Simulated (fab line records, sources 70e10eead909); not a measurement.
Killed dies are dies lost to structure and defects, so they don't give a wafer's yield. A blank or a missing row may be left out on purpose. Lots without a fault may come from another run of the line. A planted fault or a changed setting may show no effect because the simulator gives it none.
fab line records | flow nand_harc | part 2 of 2: steps 33 to 44 of 44
record lots=5 wafers=15 last_day=24
route steps=1159 shown P_BONDPAD@381 A_START@389 A_ZERO_WELL@390 A_SOURCE_PLATE@413 A_ONON_D1@424
lots that met no fault: from a run of the same line without faults
start_h: hours from the record's first day to the start of the lot's first wafer shown | wait_h: hours since the lot's step before | " the same as in the row above | L1.1+2: a row that stands for several wafers | - no value, or no start given | * or withheld: withheld | < > ~ a bound
route shown NAME@n: a module of which the file shows steps, and the number in the route of the first | usual: mean/standard deviation of fault-free wafers | same: alike in all rows | chamber/n: place in a boat | sites: the reading at each site | _std_site: their standard deviation | _edge_site: outer sites' mean less inner sites' | radius_mm: how far each site lies from the wafer's centre | mask NAME#n: copy n | behind: the tool/chamber that last shaped the wafer | hold: why the lot was held/for how many hours/how that ended | device: the transistor (n, p or np) that didn't switch | end of line: the same wafers' tests at the end of the route | a step without rows: its recipe alone | killed: dies lost to structure and defects at the first sort, not the wafer's yield | map: a wafer's dies, x killed, . not, _ none there
set.NAME: the setting as run; set.NAME@STEP: as run at that earlier step | model.NAME: the simulator's own value behind a step, which no gauge read
lots at some steps of the route; a table a step, a row a wafer
services: from which hour (start_h, from the record's first day; less than 0 if before it) a tool's chamber was out of use, for how many hours, and why
## steps
# step NHARC_A_SOURCE_PLATE_THK_MEAS_09
# recipe thk_meas_gauge=ellipsometry
# usual thk_nm=9.8/0.89
# columns lot.wafer tool chamber start_h wait_h thk_nm
L074.2 film_metro-01 - 144.59 0.4 8.7
L074.3 " - " " 10.0
L074.5 " - " " 11.1
L088.2 film_metro-02 - 219.67 0.4 10.7
L088.3 " - " " 9.5
L088.6 " - " " 10.0
L093.1 film_metro-01 - 254.63 0.4 10.3
L093.4 " - " " 10.5
L093.5 " - " " 9.9
L097.2 film_metro-01 - 272.27 0.4 10.6
L097.3 " - " " 8.4
L097.5 " - " " 10.5
L096.3 film_metro-02 - 272.27 0.4 12.0
L096.5 " - " " 9.6
L096.6 " - " " 10.0
# step NHARC_A_SOURCE_PLATE_PVD_04
# recipe target_thk_a=500 material=WSi2
# columns lot.wafer tool chamber start_h wait_h
L074.2+3+5 pvd_sputter-03 - 144.68 0.1
L088.2+3+6 pvd_sputter-03 - 219.74 0.1
L093.1+4+5 pvd_sputter-03 - 254.68 0.1
L097.2+3+5 pvd_sputter-02 - 272.32 0.1
L096.3+6+5 pvd_sputter-03 - 272.34 0.1
# step NHARC_A_SOURCE_PLATE_CVD_03
# recipe target_thk_a=2000 temp_c=620 pressure_mtorr=200 time_s=4000 material=poly-Si
# usual tube_center_temp_C=620/0.057 zone_power_upper_pct=9.8/0.39
# columns lot.wafer tool chamber start_h wait_h tube_center_temp_C zone_power_upper_pct
L074.2 lpcvd_poly-02 0 147.16 - 620.06 9.8
L074.3 " 0 " " 619.92 9.7
L074.5 " 0 " " 620 9.9
L088.2 lpcvd_poly-02 0 222.23 - 620.07 9.7
L088.3 " 0 " " 619.95 9.6
L088.6 " 0 " " 620.12 9.7
L093.1 lpcvd_poly-02 0 257.19 - 620.04 9.6
L093.4 " 0 " " 619.95 9.8
L093.5 " 0 " " 619.99 9.8
L096.3 lpcvd_poly-02 0 274.83 - 620.06 9.8
L096.5 " 0 " " 619.96 9.8
L096.6 " 0 " " 620.04 9.8
L097.2 lpcvd_poly-02 0 274.83 - 620 9.7
L097.3 " 0 " " 620 9.6
L097.5 " 0 " " 620 9.8
# step NHARC_A_SOURCE_PLATE_ANNEAL_05
# recipe temp_c=850 time_s=1800
# usual tube_center_temp_C=850/0.079 zone_power_upper_pct=15.2/0.79
# columns lot.wafer tool chamber start_h wait_h tube_center_temp_C zone_power_upper_pct
L074.2 furnace-05 0 154.75 4.5 850.13 14.6
L074.3 " 0 " " 849.97 14.6
L074.5 " 0 " " 849.9 14.3
L088.2 furnace-04 0 228.85 3.5 849.97 16.5
L088.3 " 0 " " 850.07 16.2
L088.6 " 0 " " 850.02 15.9
L093.1 furnace-05 0 267.23 6.9 849.97 14.3
L093.4 " 0 " " 850.1 14.5
L093.5 " 0 " " 850.05 14.5
L096.3 furnace-05 0 279.42 1.4 849.85 14.2
L096.5 " 0 " " 850.02 14.5
L096.6 " 0 " " 849.84 14.4
L097.2 furnace-05 0 279.42 1.4 850.08 14.2
L097.3 " 0 " " 850.02 14.5
L097.5 " 0 " " 849.98 14.6
# step NHARC_A_SOURCE_PLATE_THK_MEAS_06
# recipe thk_meas_gauge=ellipsometry
# usual thk_nm=200.4/2.1
# columns lot.wafer tool chamber start_h wait_h thk_nm
L074.2 film_metro-01 - 158.66 0.4 201.2
L074.3 " - " " 203.7
L074.5 " - " " 201.8
L088.2 film_metro-02 - 232.81 0.4 201.7
L088.3 " - " " 200.2
L088.6 " - " " 201.3
L093.1 film_metro-01 - 271.15 0.4 199.8
L093.4 " - " " 199.0
L093.5 " - " " 197.4
L097.2 film_metro-02 - 283.44 0.4 200.5
L097.3 " - " " 200.9
L097.5 " - " " 200.5
L096.3 film_metro-01 - 283.44 0.4 201.2
L096.5 " - " " 200.2
L096.6 " - " " 202.1
# step NHARC_A_SOURCE_PLATE_INSPECT_08
# usual raw_defect_count=59/23
# columns lot.wafer tool chamber start_h wait_h raw_defect_count
L074.2 defect_inspect-02 - 158.72 0.0 54
L074.3 " - " " 28
L074.5 " - " " 28
L088.2 defect_inspect-01 - 232.92 0.0 41
L088.3 " - " " 42
L088.6 " - " " 61
L093.1 defect_inspect-02 - 271.23 0.0 32
L093.4 " - " " 40
L093.5 " - " " 49
L097.2 defect_inspect-01 - 283.52 0.0 39
L097.3 " - " " 25
L097.5 " - " " 25
L096.3 defect_inspect-02 - 283.54 0.0 40
L096.5 " - " " 30
L096.6 " - " " 27
# step NHARC_A_ONON_D1_DEP_00
# recipe target_thk_a=10000 n2_flow_sccm=2750 n2o_flow_sccm=2000 nh3_flow_sccm=500 sih4_flow_sccm=210 temp_c=400
# columns lot.wafer tool chamber start_h wait_h
L074.2+3+5 pecvd_onon-02 0 158.84 0.1
L088.2+3+6 pecvd_onon-01 0 233.16 0.2
L093.1+4+5 pecvd_onon-01 0 271.30 0.1
L097.2+3+5 pecvd_onon-03 0 283.64 0.1
L096.3+5+6 pecvd_onon-02 0 283.94 0.4
# step NHARC_A_ONON_D1_THK_MEAS_02
# recipe thk_meas_gauge=ellipsometry
# usual thk_nm=1000/9.1
# columns lot.wafer tool chamber start_h wait_h thk_nm
L074.2 film_metro-02 - 159.29 - 1003
L074.3 " - " " 1004
L074.5 " - " " 1003
L088.2 film_metro-02 - 233.61 - 1000
L088.3 " - " " 997
L088.6 " - " " 999
L093.1 film_metro-02 - 271.80 - 984
L093.4 " - " " 984
L093.5 " - " " 987
L097.2 film_metro-02 - 284.10 - 1013
L097.3 " - " " 1013
L097.5 " - " " 1015
L096.3 film_metro-01 - 284.34 - 1010
L096.5 " - " " 1009
L096.6 " - " " 1009
# step NHARC_A_ONON_D1_DEP_03
# recipe target_thk_a=10000 n2_flow_sccm=2750 n2o_flow_sccm=2000 nh3_flow_sccm=500 sih4_flow_sccm=210 temp_c=400
# columns lot.wafer tool chamber start_h wait_h
L074.2+3+5 pecvd_onon-01 0 159.41 0.1
L088.2+3+6 pecvd_onon-02 0 233.85 0.2
L093.1+4+5 pecvd_onon-01 0 271.86 0.1
L097.2+3+5 pecvd_onon-02 0 284.23 0.1
L096.3+5+6 pecvd_onon-01 0 284.51 0.2
# step NHARC_A_ONON_D1_THK_MEAS_05
# recipe thk_meas_gauge=ellipsometry
# usual thk_nm=1002/7.9
# columns lot.wafer tool chamber start_h wait_h thk_nm
L074.2 film_metro-01 - 159.85 - 994
L074.3 " - " " 994
L074.5 " - " " 996
L088.2 film_metro-02 - 234.30 - 1010
L088.3 " - " " 1012
L088.6 " - " " 1008
L093.1 film_metro-02 - 272.37 - 1014
L093.4 " - " " 1014
L093.5 " - " " 1015
L097.2 film_metro-02 - 284.69 - 1009
L097.3 " - " " 1012
L097.5 " - " " 1011
L096.3 film_metro-01 - 284.90 - 996
L096.5 " - " " 998
L096.6 " - " " 996
# step NHARC_A_ONON_D1_DEP_06
# recipe target_thk_a=10000 n2_flow_sccm=2750 n2o_flow_sccm=2000 nh3_flow_sccm=500 sih4_flow_sccm=210 temp_c=400
# columns lot.wafer tool chamber start_h wait_h
L074.2+3+5 pecvd_onon-02 0 159.97 0.1
L088.2+3+6 pecvd_onon-03 0 234.42 0.1
L093.1+4+5 pecvd_onon-01 0 272.43 0.1
L097.2+3+5 pecvd_onon-02 0 284.80 0.1
L096.3+5+6 pecvd_onon-01 0 285.07 0.2
# step NHARC_A_ONON_D1_THK_MEAS_08
# recipe thk_meas_gauge=ellipsometry
# usual thk_nm=998/8.7
# columns lot.wafer tool chamber start_h wait_h thk_nm
L074.2 film_metro-01 - 160.42 - 997
L074.3 " - " " 998
L074.5 " - " " 997
L088.2 film_metro-01 - 234.88 - 1007
L088.3 " - " " 1008
L088.6 " - " " 1006
L093.1 film_metro-01 - 272.94 - 997
L093.4 " - " " 997
L093.5 " - " " 996
L097.2 film_metro-01 - 285.26 - 987
L097.3 " - " " 989
L097.5 " - " " 989
L096.3 film_metro-02 - 285.47 - 1010
L096.5 " - " " 1009
L096.6 " - " " 1010
## services
# columns tool chamber start_h hours kind
pecvd_onon-02 - 111.00 13.0 pm
wet_bench-09 - 112.80 8.0 pm
rie_diel-13 2 141.59 7.2 repair
wet_bench-03 - 146.40 8.0 pm
wet_bench-09 - 156.28 4.0 repair
wet_bench-07 - 158.12 8.1 repair
rie_diel-05 - 163.60 9.0 pm
litho_track-07 - 189.00 7.0 pm
wet_bench-08 - 190.63 1.3 repair
rie_diel-05 - 192.38 0.9 repair
pecvd_onon-01 - 195.00 13.0 pm
wet_bench-05 - 196.80 8.0 pm
rie_diel-05 3 212.10 15.4 repair
litho_track-03 - 213.00 7.0 pm
rie_diel-13 3 215.88 16.3 repair
rie_diel-05 0 218.55 2.4 repair
wet_bench-08 - 227.05 5.3 repair
wet_bench-08 - 232.36 8.0 pm
rie_diel-13 3 240.86 2.9 repair
wet_bench-10 - 247.24 8.0 pm
rie_diel-13 0 253.61 6.2 repair
wet_bench-03 - 269.91 3.5 repair
wet_bench-07 - 272.01 8.0 pm
rie_diel-13 - 276.00 9.0 pm
